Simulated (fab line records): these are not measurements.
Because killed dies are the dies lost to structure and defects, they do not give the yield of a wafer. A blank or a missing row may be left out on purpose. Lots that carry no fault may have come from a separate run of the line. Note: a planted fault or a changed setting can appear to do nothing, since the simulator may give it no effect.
fab line records	flow nandHarc
record lots=13	wafers=39	lastDay=33
route steps=1302 shown A_ONON_D2@567 A_CHANNEL_HOLE_D2@571 A_CHANNEL_FILL_D2@613 END@1302
lots with no fault: from the same line, run without faults
startH: start of the lot's first displayed wafer, in hours after the record's first day	waitH: hours elapsed since this lot's preceding step	" the same as in the row above	L1.1+2: a single row standing in for several wafers	- value missing, or start not given	* or withheld: withheld	< > ~ a bound
route shown NAME@n: names a module that has steps shown in the file, with the first one's number in the route	usual: mean and standard deviation over wafers with no fault	same: alike in all rows	chamber/n: place in a boat	sites: readings site by site	_std_site: the values' standard deviation	_edge_site: outer sites' mean less inner sites'	radiusMm: how far each site lies from the wafer's centre	mask NAME#n: copy n	behind: the last tool/chamber to shape the wafer	hold: reason for holding the lot/hours on hold/outcome of the hold	device: which transistor (n, p or np) failed to switch	end of line: the tests these same wafers got at the end of their route	a step given without rows: its recipe and nothing more	killed: dies that structure and defects cost at the first sort, which is not the same as the wafer's yield	map: a wafer's dies, x killed, . not, _ none there
set.NAME: the setting as run; set.NAME@STEP: as run at that earlier step	model.NAME: the simulator's own value behind a step, which no gauge read
a sample of lots followed through the steps of the route, with each step as a table and each wafer as a row
services: from which hour (startH, from the record's first day; less than 0 if before it) a tool's chamber was out of use, for how many hours, and why
## steps
# step NHARC_A_ONON_D2_THK_MEAS_34
# recipe thkMeasGauge=ellipsometry
# usual thkNm=200.2/2.6
lot.wafer	tool	chamber	startH	waitH	thkNm
L197.2	filmMetro-01	-	279.61	-	201.8
L197.3	"	-	"	"	198.5
L197.6	"	-	"	"	202.0
L198.2	filmMetro-02	-	288.64	-	201.7
L198.4	"	-	"	"	203.8
L198.5	"	-	"	"	205.6
L199.2	filmMetro-01	-	319.02	-	197.0
L199.5	"	-	"	"	197.7
L199.6	"	-	"	"	200.1
L202.2	filmMetro-01	-	328.90	-	195.4
L202.3	"	-	"	"	197.3
L202.5	"	-	"	"	199.9
L203.3	filmMetro-01	-	353.38	-	199.1
L203.5	"	-	"	"	200.5
L203.6	"	-	"	"	201.8
L212.3	filmMetro-01	-	445.66	-	198.5
L212.5	"	-	"	"	200.7
L212.6	"	-	"	"	201.2
L214.2	filmMetro-01	-	455.54	-	200.0
L214.3	"	-	"	"	198.8
L214.4	"	-	"	"	205.4
L213.1	filmMetro-02	-	455.70	-	195.2
L213.2	"	-	"	"	196.7
L213.3	"	-	"	"	197.9
L215.1	filmMetro-01	-	463.50	-	197.9
L215.2	"	-	"	"	197.3
L215.5	"	-	"	"	199.6
L216.2	filmMetro-01	-	479.00	-	198.9
L216.3	"	-	"	"	195.5
L216.4	"	-	"	"	199.5
L218.1	filmMetro-01	-	498.92	-	197.8
L218.2	"	-	"	"	197.2
L218.4	"	-	"	"	204.1
L217.2	filmMetro-02	-	499.19	-	198.1
L217.4	"	-	"	"	202.1
L217.5	"	-	"	"	204.1
L219.1	filmMetro-01	-	510.85	-	201.2
L219.3	"	-	"	"	200.7
L219.6	"	-	"	"	200.5
# step NHARC_A_CHANNEL_HOLE_D2_DEP_01
# recipe targetThkA=1400	targetThkNm=140	tempC=400	pressureTorr=3.5	flowSccm=200	rfW=350	material=SiON
# usual chamberPressureTorr=3.502/0.0076	heaterPowerOuterW=484/86	heaterPowerW=778/120
lot.wafer	tool	chamber	startH	waitH	chamberPressureTorr	heaterPowerOuterW	heaterPowerW
L197.3	pecvd-01	2	283.57	1.0	3.495	467	761
L197.2	"	0	"	"	3.505	504	864
L197.6	"	0	"	"	3.514	379	714
L198.2	pecvd-02	2	290.73	1.3	3.490	583	873
L198.4	"	0	"	"	3.508	442	737
L198.5	"	1	"	"	3.495	414	673
L199.2	pecvd-03	0	321.14	1.3	3.500	694	1093
L199.5	"	2	"	"	3.502	461	715
L199.6	"	0	"	"	3.508	707	1113
L202.2	pecvd-02	0	330.95	1.3	3.516	380	674
L202.3	"	1	"	"	3.501	437	707
L202.5	"	0	"	"	3.503	396	668
L203.3	pecvd-01	0	357.93	1.0	3.515	403	729
L203.5	"	0	"	"	3.511	414	723
L203.6	"	1	"	"	3.509	367	582
L212.3	pecvd-03	1	447.71	1.0	3.517	554	845
L212.5	"	1	"	"	3.495	567	841
L212.6	"	0	"	"	3.508	651	1045
L214.2	pecvd-01	2	457.60	1.3	3.500	397	690
L214.3	"	1	"	"	3.495	322	496
L214.4	"	0	"	"	3.489	503	869
L213.3	pecvd-02	0	457.74	1.0	3.507	424	735
L213.2	"	1	"	"	3.491	468	758
L213.1	"	2	"	"	3.502	570	842
L215.2	pecvd-03	0	468.32	1.3	3.499	660	1017
L215.1	"	1	"	"	3.499	600	889
L215.5	"	0	"	"	3.491	656	1037
L216.3	pecvd-03	0	484.35	1.0	3.515	655	1025
L216.2	"	1	"	"	3.507	539	789
L216.4	"	0	"	"	3.507	666	1050
L218.1	pecvd-02	2	504.71	1.6	3.507	496	744
L218.2	"	0	"	"	3.499	462	795
L218.4	"	2	"	"	3.493	509	746
L217.2	pecvd-01	2	506.20	1.3	3.496	409	736
L217.5	"	2	"	"	3.498	413	731
L217.4	"	0	"	"	3.502	477	867
L219.3	pecvd-01	2	514.08	1.0	3.503	481	794
L219.1	"	1	"	"	3.509	424	663
L219.6	"	2	"	"	3.490	474	805
# step NHARC_A_CHANNEL_FILL_D2_ALD_03
# recipe targetThkA=60	pulseTimeS=60	aldCycles=58	tempC=630	pressureTorr=2	material=SiNx
# usual aldCycles=58/0	chamberPressureTorr=2.000/0.0048	precursorPulseHeightRel=1.002/0.017
lot.wafer	tool	chamber	startH	waitH	aldCycles	chamberPressureTorr	precursorPulseHeightRel
L197.2	aldSinBatch-02	0	-	-	58	2.006	0.987
L197.3	"	0	"	"	58	1.999	1.027
L197.6	"	0	"	"	58	1.994	1.013
L198.2	aldSinBatch-02	0	-	-	58	2.005	1.004
L198.4	"	0	"	"	58	2.000	0.988
L198.5	"	0	"	"	58	2.001	1.027
L199.2	aldSinBatch-01	0	-	-	58	1.993	0.980
L199.5	"	0	"	"	58	2.001	1.002
L199.6	"	0	"	"	58	1.992	0.991
L202.2	aldSinBatch-01	0	-	-	58	2.001	0.984
L202.3	"	0	"	"	58	1.998	1.031
L202.5	"	0	"	"	58	2.003	1.022
L203.3	aldSinBatch-03	0	-	-	58	1.995	1.015
L203.5	"	0	"	"	58	1.999	1.029
L203.6	"	0	"	"	58	1.997	0.988
L212.3	aldSinBatch-01	0	-	-	58	2.004	0.991
L212.5	"	0	"	"	58	2.004	1.017
L212.6	"	0	"	"	58	1.997	1.010
L213.1	aldSinBatch-01	0	-	-	58	2.002	0.971
L213.2	"	0	"	"	58	2.002	1.024
L213.3	"	0	"	"	58	2.000	0.984
L214.2	aldSinBatch-01	0	-	-	58	2.003	0.972
L214.3	"	0	"	"	58	2.010	0.982
L214.4	"	0	"	"	58	2.002	1.007
L215.1	aldSinBatch-02	0	-	-	58	1.994	0.974
L215.2	"	0	"	"	58	1.996	1.032
L215.5	"	0	"	"	58	1.995	0.986
L216.2	aldSinBatch-01	0	-	-	58	2.005	0.991
L216.3	"	0	"	"	58	1.998	1.017
L216.4	"	0	"	"	58	2.002	1.014
L217.2	aldSinBatch-02	0	-	-	58	2.001	0.983
L217.4	"	0	"	"	58	2.003	1.013
L217.5	"	0	"	"	58	2.000	1.012
L218.1	aldSinBatch-02	0	-	-	58	2.007	1.000
L218.2	"	0	"	"	58	2.003	1.018
L218.4	"	0	"	"	58	1.999	0.988
L219.1	aldSinBatch-02	0	-	-	58	2.001	0.997
L219.3	"	0	"	"	58	1.994	0.991
L219.6	"	0	"	"	58	2.000	0.962
# step NHARC_A_CHANNEL_FILL_D2_ALD_25
# recipe targetThkA=600	pulseTimeS=10	aldCycles=600	tempC=300	material=SiOx
# usual aldCycles=600/0	heaterPowerOuterW=259/36	heaterPowerW=467/58	precursorPulseHeightRel=1.002/0.021
lot.wafer	tool	chamber	startH	waitH	aldCycles	heaterPowerOuterW	heaterPowerW	precursorPulseHeightRel
L197.2	aldHk-02	0	330.60	1.3	600	327	554	0.983
L197.3	"	1	"	"	600	256	493	1.006
L197.6	"	2	"	"	600	281	460	1.013
L198.4	aldHk-04	3	339.54	3.4	600	268	506	1.030
L198.2	"	0	340.77	4.6	600	231	401	0.991
L198.5	"	3	344.44	8.3	600	261	496	1.021
L199.2	aldHk-02	0	371.17	3.7	600	320	578	1.019
L199.6	"	1	372.39	4.9	600	258	490	1.047
L199.5	"	2	373.61	6.1	600	276	458	1.005
L202.2	aldHk-04	3	378.14	0.7	620	266	497	1.015
L202.3	"	2	379.94	2.5	600	200	385	1.042
L202.5	"	3	"	"	600	260	511	1.012
L203.3	aldHk-02	1	408.26	1.3	600	254	488	1.006
L203.6	"	3	409.50	2.5	600	242	412	1.012
L203.5	"	0	"	"	600	319	574	1.000
L212.3	aldHk-04	0	494.91	1.9	600	231	406	1.013
L212.5	"	1	"	"	600	242	516	0.990
L212.6	"	2	"	"	600	206	373	1.011
L214.4	aldHk-01	2	504.21	0.1	600	276	499	1.010
L214.2	"	3	"	"	600	213	422	1.001
L214.3	"	0	"	"	600	364	607	0.988
L213.1	aldHk-04	1	504.83	0.7	600	254	507	0.979
L213.2	"	2	"	"	600	199	374	1.016
L213.3	"	3	"	"	600	247	472	1.004
L215.1	aldHk-02	2	513.31	0.7	600	284	444	0.970
L215.2	"	3	"	"	600	246	422	1.015
L215.5	"	1	515.15	2.5	600	261	482	1.021
L216.3	aldHk-02	1	529.14	0.0	600	269	496	1.015
L216.2	"	3	530.38	1.3	600	244	407	0.987
L216.4	"	0	"	"	600	337	553	1.003
L218.4	aldHk-04	0	552.59	0.1	600	234	396	1.001
L218.2	"	2	553.83	1.3	600	207	371	1.030
L218.1	"	3	"	"	600	252	474	1.034
L217.2	aldHk-02	2	553.09	0.6	600	274	455	1.006
L217.4	"	0	554.28	1.8	600	298	547	1.013
L217.5	"	3	556.08	3.5	600	232	415	0.981
L219.1	aldHk-01	1	558.99	0.1	600	289	490	1.017
L219.3	"	2	"	"	600	289	527	1.003
L219.6	"	1	561.42	2.5	600	294	483	1.002
# step NHARC_END_SORT_01
# recipe tempC=25
# usual killedAtArray=59/17	killedAtOther=0.7/0.9	killedAtPeriphery=3.6/2.3	killedDies=63/18	killedOpen=3.4/1.9	killedShort=2.6/1.7
# same grossDies=677
lot.wafer	tool	chamber	startH	waitH	killedAtArray	killedAtOther	killedAtPeriphery	killedDies	killedOpen	killedShort
L215.1	prober-01	0	752.21	2.5	47	1	2	50	3	3
L215.2	prober-01	0	753.01	2.8	39	0	2	41	2	1
L215.5	prober-01	0	755.40	3.7	56	2	2	60	6	6
# killed by level:class
L215.1 A_CHANNEL_HOLE_D1:chamberFilmFlake=29 A_CONTACT:chamberFilmFlake=4 A_SLIT:chamberFilmFlake=3 A_CHANNEL_FILL_D1:chamberFilmFlake=2 A_STAIRCASE:chamberFilmFlake=2 A_SGD_CUT:chamberFilmFlake=2 P_GATE:geometricParticle:open=1 P_CONTACT:geometricParticle:short=1
L215.2 A_CHANNEL_HOLE_D1:chamberFilmFlake=24 A_SLIT:chamberFilmFlake=6 A_CONTACT:chamberFilmFlake=5 A_CHANNEL_FILL_D1:chamberFilmFlake=2 P_GATE:geometricParticle:short=1 P_CONTACT:geometricParticle:open=1 A_CHANNEL_FILL_D2:geometricParticle:open=1 A_ZERO_WELL:chamberFilmFlake=1
L215.5 A_CHANNEL_HOLE_D1:chamberFilmFlake=36 A_CONTACT:chamberFilmFlake=4 A_SLIT:chamberFilmFlake=3 A_ONON_D2:geometricParticle:short=2 A_CHANNEL_FILL_D2:geometricParticle:open=2 THIN_TSV:chamberFilmFlake=2 P_CONTACT:geometricParticle:open=1 A_SOURCE_PLATE:geometricParticle:short=1
## services
tool	chamber	startH	hours	kind
pecvd-03	2	264.84	10.5	repair
aldSinBatch-02	-	266.20	26.0	pm
aldHk-01	-	305.35	10.0	pm
pecvd-01	-	311.21	13.0	pm
aldHk-04	-	320.93	1.3	repair
aldHk-02	0	353.72	10.0	ventCycle
aldHk-02	1	353.72	10.0	ventCycle
aldHk-02	0	363.72	-	clean
aldHk-02	1	363.72	-	clean
aldHk-02	2	363.72	-	clean
aldHk-02	3	363.72	-	clean
pecvd-03	-	366.29	13.0	pm
pecvd-01	0	380.32	3.5	repair
pecvd-02	-	409.59	13.0	pm
aldHk-01	-	480.47	1.0	repair
aldHk-01	-	483.35	10.0	pm
pecvd-01	-	492.21	13.0	pm
aldSinBatch-01	-	508.23	26.0	pm
pecvd-03	-	511.44	0.8	repair
aldHk-02	0	532.84	10.0	ventCycle
aldHk-02	3	532.84	10.0	ventCycle
aldHk-02	0	542.84	-	clean
aldHk-02	1	542.84	-	clean
pecvd-03	-	547.29	13.0	pm
## key
firstSign step=NHARC_A_CHANNEL_FILL_D2_ALD_25	reading=aldCycles	direction=up	sigmas=99+	usual=600	struck=620
effect none on later readings
metAt NHARC_A_CHANNEL_FILL_D2_ALD_25
struckLots L202
struckWafers L202.2
testerLeftOut L202
notActingAt NHARC_A_ONON_D2_THK_MEAS_34,NHARC_A_CHANNEL_HOLE_D2_DEP_01,NHARC_A_CHANNEL_FILL_D2_ALD_03
onsetBetween 339.54 378.14
fault kind=processParameterDrift	tool=aldHk-04	chamber=-	onsetH=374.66	steps=NHARC_A_CHANNEL_FILL_D2_ALD_25	channel=aldCycles	offset=20	shape=step	endH=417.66	scope=struckWafersOnly	actsIn=theseRecipesOnly	stated=600
# testerLeftOut: of these lots the tester's yield and bins aren't shown, on N5 and GAA mostly nor the transistor test; their killed dies are dies lost to structure and defects alone, not to doping, threshold or leakage, so they don't give the yield
